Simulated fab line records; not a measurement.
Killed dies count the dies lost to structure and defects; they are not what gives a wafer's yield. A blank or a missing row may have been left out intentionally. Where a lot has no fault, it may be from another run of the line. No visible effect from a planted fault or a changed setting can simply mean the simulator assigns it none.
Matching of chambers | flow n5-finfet | rie-diel-06 running N5_MOL_CONTACT_COAG_ETCH_67: 4 sister chambers
The step etches SOC in N2/H2, target depth 60 nm, overetch 21 nm, time 101.2 s. 4 wafers are shown with their chamber, then 7 later ones without.

## WAFERS, EACH WITH ITS CHAMBER
wafer  | chamber | showerhead-plenum-p-Torr (Torr)
L077.5 | 1       | 2.56
L077.6 | 3       | 2.44
L092.2 | 2       | 2.48
L092.3 | 0       | 2.49

## WAFERS WITH NO CHAMBER GIVEN
wafer  | showerhead-plenum-p-Torr (Torr)
L092.5 | 2.48
L093.1 | 2.48
L093.3 | 2.43
L093.6 | 2.48
L095.3 | 2.54
L095.4 | 2.48
L095.5 | 2.54

## EACH ONE'S CHAMBER
wafer  | from the rows above     | in truth
L092.5 | can't be placed: 2 or 0 | 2
L093.1 | can't be placed: 2 or 0 | 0
L093.3 | 3                       | 3
L093.6 | can't be placed: 2 or 0 | 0
L095.3 | 1                       | 1
L095.4 | can't be placed: 2 or 0 | 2
L095.5 | 1                       | 1
Correct placement for 3 of the 7. These rows do not allow placing 4 (true chamber among the candidates in 4). Number placed wrongly: 0.
How it was worked out, from the rows above alone: a wafer's distance from a chamber is the root of the sum, over the readings, of the square of ((its reading less the chamber's mean) divided by the reading's scatter). If the next closest chamber is less than 2 further off than the closest, the wafer can't be placed; otherwise it belongs to the closest. Each chamber's mean is taken over the wafers shown for it. The scatter: with one shown wafer a chamber, the root of the mean of the squares of how far each hidden wafer lies from its nearest shown one.
